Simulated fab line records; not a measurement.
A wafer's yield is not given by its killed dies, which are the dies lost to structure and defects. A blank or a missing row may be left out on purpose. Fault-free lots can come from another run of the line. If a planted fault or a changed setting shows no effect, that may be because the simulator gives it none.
The tool behind it: which one?    flow n5 finfet    22 lots with 66 wafers sampled at 4 steps, on a route of 1938 steps

WHAT THE GAUGES READ, wafer by wafer
N5_BEOL_M0_CUTY_INSPECT_59: inspects for defects (macro).
lot   measured      on                 raw defect count
L074  day 5 20:18   defect inspect-01  2 2 3
L075  day 6 03:26   defect inspect-02  2 1 2
L076  day 6 09:22   defect inspect-01  3 2 2
L077  day 6 10:20   defect inspect-01  0 0 2
L078  day 6 15:55   defect inspect-02  4 2 4
L079  day 7 01:29   defect inspect-01  1 1 1
L080  day 7 05:07   defect inspect-02  1 3 1
L081  day 7 09:37   defect inspect-02  2 1 4
L082  day 7 17:28   defect inspect-02  1 2 2
L083  day 8 04:24   defect inspect-01  4 2 0
L084  day 8 08:17   defect inspect-01  2 1 1
L086  day 8 18:41   defect inspect-01  2 1 2
L087  day 9 01:53   defect inspect-01  5 2 3
L089  day 9 11:07   defect inspect-02  1 4 0
L090  day 9 17:27   defect inspect-02  1 1 1
L091  day 9 23:41   defect inspect-02  1 2 1
L092  day 10 05:50  defect inspect-02  4 2 0
L093  day 10 08:21  defect inspect-01  1 0 2
L094  day 10 13:09  defect inspect-01  4 2 0
L095  day 10 21:13  defect inspect-01  0 3 6
L096  day 11 05:50  defect inspect-01  2 2 1
L097  day 11 15:51  defect inspect-01  3 1 3

EACH LOT AND THE TOOL THAT RAN IT (in order: tool; ch and the chambers of the sampled wafers; start)
lot   N5_BEOL_M0_SAQP_HM_OPEN_112         N5_BEOL_M0_SAQP_SPACER1_ETCHBACK_99  N5_BEOL_M0_SAQP_SPACER2_ALD_26
L074  rie diel-01 ch 1,2,3, day 5 14:36   rie diel-01 ch 1,2, day 5 16:01      ald sin-03 ch 0,1,3, day 5 17:13
L075  rie diel-03 ch 1,2,3, day 5 21:58   rie diel-03 ch 2,3, day 5 23:22      ald sin-01 ch 0,1,2, day 6 00:34
L076  rie diel-03 ch 0,2,3, day 6 02:50   rie diel-01 ch 0,1, day 6 04:58      ald sin-01 ch 1,2,3, day 6 06:17
L077  rie diel-06 ch 0,3, day 6 04:27     rie diel-03 ch 2,3, day 6 06:34      ald sin-01 ch 0,3, day 6 07:46
L078  rie diel-01 ch 1,2,3, day 6 09:40   rie diel-06 ch 0,2,3, day 6 10:54    ald sin-02 ch 0,1, day 6 13:10
L079  rie diel-06 ch 0,2, day 6 20:16     rie diel-06 ch 0,2,3, day 6 21:26    ald sin-03 ch 0,2,3, day 6 22:39
L080  rie diel-03 ch 0,2,3, day 7 00:08   rie diel-01 ch 0,1,2, day 7 01:20    ald sin-01 ch 1,2,3, day 7 02:35
L081  rie diel-03 ch 0,1,2, day 7 04:24   rie diel-03 ch 0,2,3, day 7 05:45    ald sin-03 ch 0,1,2, day 7 06:58
L082  rie diel-01 ch 0,1,3, day 7 12:11   rie diel-01 ch 0,3, day 7 13:22      ald sin-02 ch 0,1,2, day 7 14:40
L083  rie diel-03 ch 1,2,3, day 7 23:11   rie diel-01 ch 0,2,3, day 8 00:28    ald sin-03 ch 1,2,3, day 8 01:40
L084  rie diel-03 ch 0,1,3, day 8 03:02   rie diel-03 ch 0,1, day 8 04:19      ald sin-03 ch 0,3, day 8 05:31
L086  rie diel-01 ch 0,1,2, day 8 12:47   rie diel-06 ch 1,2, day 8 13:59      ald sin-01 ch 2,3, day 8 15:55
L087  rie diel-06 ch 0,2, day 8 20:19     rie diel-01 ch 0,1, day 8 21:30      ald sin-02 ch 0,1,3, day 8 22:52
L089  rie diel-01 ch 0,1,2, day 9 05:29   rie diel-06 ch 0,1,3, day 9 07:04    ald sin-02 ch 1,2,3, day 9 08:22
L090  rie diel-06 ch 1,2, day 9 12:22     rie diel-06 ch 0,1, day 9 13:32      ald sin-01 ch 2,3, day 9 14:44
L091  rie diel-03 ch 1,2,3, day 9 16:13   rie diel-03 ch 1,2,3, day 9 18:48    ald sin-01 ch 0,1,2, day 9 20:56
L092  rie diel-01 ch 2,3, day 10 00:57    rie diel-01 ch 0,1, day 10 02:07     ald sin-03 ch 0,2,3, day 10 03:25
L093  rie diel-03 ch 0,1,3, day 10 03:06  rie diel-03 ch 0,1, day 10 04:26     ald sin-03 ch 0,2,3, day 10 05:55
L094  rie diel-06 ch 1,2,3, day 10 07:42  rie diel-03 ch 1,2, day 10 09:08     ald sin-02 ch 2,3, day 10 10:26
L095  rie diel-01 ch 0,2,3, day 10 16:02  rie diel-01 ch 0,2,3, day 10 17:13   ald sin-02 ch 0,1,3, day 10 18:23
L096  rie diel-03 ch 0,3, day 11 00:17    rie diel-06 ch 0,2,3, day 11 01:33   ald sin-02 ch 1,2,3, day 11 03:17
L097  rie diel-01 ch 0,1,2, day 11 10:29  rie diel-03 ch 0,1,3, day 11 11:47   ald sin-02 ch 0,1, day 11 13:19
- N5_BEOL_M0_SAQP_HM_OPEN_112: chemistry CHF3/O2, target SiO2, stops on a-Si, target depth 12 nm, time 13.5 s.
- N5_BEOL_M0_SAQP_SPACER1_ETCHBACK_99: etches SiO2 in CHF3/O2, target depth 15.4 nm, time 7.7 s.
- N5_BEOL_M0_SAQP_SPACER2_ALD_26: deposits SiO2, target thk 15 nm, pulse time 1 s, purge time 2 s.

WHAT THE TOOLS THEMSELVES READ (means of the sampled wafers that have a number; where no wafer has one, the mark that the record gives instead)
N5_BEOL_M0_SAQP_HM_OPEN_112.
lot   tool         drypump motor current A (A)  mfc ar sccm (sccm)  oes product au (a.u.)  rf vpp V (V)  showerhead plenum p Torr (Torr)  throttle valve pct (%)
L074  rie diel-01  5.8                          199.8               0.55                   520           2.40                             18.88
L075  rie diel-03  5.8                          200.1               0.52                   522           2.43                             18.66
L076  rie diel-03  6.0                          200.4               0.57                   521           2.39                             18.75
L077  rie diel-06  6.3                          200.5               0.49                   523           2.44                             18.73
L078  rie diel-01  5.8                          199.9               0.55                   521           2.40                             18.89
L079  rie diel-06  5.8                          200.1               0.53                   523           2.46                             18.75
L080  rie diel-03  6.0                          200.3               0.57                   521           2.39                             18.77
L081  rie diel-03  5.7                          200.5               0.53                   525           2.44                             18.78
L082  rie diel-01  5.7                          200.3               0.57                   517           2.37                             18.84
L083  rie diel-03  5.8                          200.1               0.51                   522           2.42                             18.70
L084  rie diel-03  5.8                          199.8               0.53                   526           2.39                             18.74
L086  rie diel-01  5.6                          199.7               0.54                   522           2.36                             18.97
L087  rie diel-06  6.2                          199.9               0.50                   525           2.48                             18.78
L089  rie diel-01  5.6                          200.2               0.53                   522           2.36                             18.97
L090  rie diel-06  5.8                          200.3               0.55                   519           2.41                             18.80
L091  rie diel-03  5.8                          199.6               0.51                   522           2.42                             18.71
L092  rie diel-01  5.9                          199.9               0.56                   518           2.44                             18.78
L093  rie diel-03  5.8                          200.2               0.51                   526           2.39                             18.77
L094  rie diel-06  5.9                          201.0               0.52                   516           2.36                             18.80
L095  rie diel-01  5.7                          200.6               0.56                   520           2.42                             18.83
L096  rie diel-03  6.1                          200.1               0.53                   520           2.33                             18.77
L097  rie diel-01  5.6                          199.8               0.58                   525           2.45                             18.88

N5_BEOL_M0_SAQP_SPACER1_ETCHBACK_99.
lot   tool         drypump motor current A (A)  mfc ar sccm (sccm)  oes product au (a.u.)  rf vpp V (V)  showerhead plenum p Torr (Torr)  throttle valve pct (%)
L074  rie diel-01  5.6                          199.3               0.77                   522           2.34                             19.11
L075  rie diel-03  6.0                          199.7               0.86                   517           2.42                             18.78
L076  rie diel-01  5.5                          199.6               0.71                   519           2.32                             19.18
L077  rie diel-03  6.1                          200.3               0.85                   518           2.38                             18.73
L078  rie diel-06  5.9                          199.5               0.77                   521           2.41                             18.79
L079  rie diel-06  5.9                          199.7               0.76                   522           2.41                             18.80
L080  rie diel-01  5.6                          199.4               0.85                   523           2.37                             19.02
L081  rie diel-03  6.0                          199.4               0.86                   521           2.39                             18.84
L082  rie diel-01  5.9                          199.9               0.94                   515           2.43                             18.73
L083  rie diel-01  5.7                          199.7               0.89                   522           2.42                             18.86
L084  rie diel-03  5.5                          199.5               0.76                   531           2.44                             18.82
L086  rie diel-06  6.0                          199.7               0.90                   516           2.39                             18.90
L087  rie diel-01  5.5                          199.9               0.85                   519           2.34                             18.97
L089  rie diel-06  6.2                          199.7               0.79                   519           2.39                             18.86
L090  rie diel-06  6.4                          199.5               0.80                   522           2.46                             18.88
L091  rie diel-03  5.8                          199.8               0.78                   521           2.42                             18.78
L092  rie diel-01  5.5                          199.1               0.77                   520           2.31                             19.08
L093  rie diel-03  5.7                          200.3               0.80                   530           2.40                             18.93
L094  rie diel-03  5.4                          200.7               0.73                   526           2.46                             18.80
L095  rie diel-01  5.7                          200.2               0.86                   520           2.42                             18.89
L096  rie diel-06  5.9                          200.2               0.74                   522           2.40                             18.85
L097  rie diel-03  5.8                          200.6               0.77                   525           2.38                             18.84

N5_BEOL_M0_SAQP_SPACER2_ALD_26.
lot   tool        heater power w (W)  precursor pulse height rel
L074  ald sin-03  438                 0.990
L075  ald sin-01  470                 0.996
L076  ald sin-01  495                 1.012
L077  ald sin-01  443                 0.998
L078  ald sin-02  456                 1.002
L079  ald sin-03  509                 1.007
L080  ald sin-01  496                 1.011
L081  ald sin-03  494                 1.001
L082  ald sin-02  451                 1.010
L083  ald sin-03  496                 0.991
L084  ald sin-03  456                 1.000
L086  ald sin-01  496                 1.008
L087  ald sin-02  423                 0.999
L089  ald sin-02  432                 1.005
L090  ald sin-01  505                 1.002
L091  ald sin-01  482                 1.009
L092  ald sin-03  499                 1.004
L093  ald sin-03  511                 0.999
L094  ald sin-02  430                 0.993
L095  ald sin-02  422                 0.991
L096  ald sin-02  431                 1.013
L097  ald sin-02  433                 0.985

THE ANSWER, worked out from the rows above alone
Rule: the usual values come from the lots themselves. Put in order of their means at a reading, lots are off if they are a third of the lots or fewer, leave a main group of 4 or more, and stand apart from it by a gap of 3 or more times the standard deviation of the main group's means; of several such gaps the widest counts. A main group is skipped when, at the precision printed for the reading in the tables above, its means are all equal. Also off: a lot with no number at a reading for which 4 or more lots have one. Any other lot the step has rows for is counted as sound. First the gauges in route order, then the tools' own readings, where a lot's mean is used as printed above. The first step at which some lot is off is used, and at that step the reading that is off furthest; a lot without a number counts as furthest.
None of the lots is off at any reading shown; this tells nothing.

WHAT WAS PUT IN BY THE SIMULATOR
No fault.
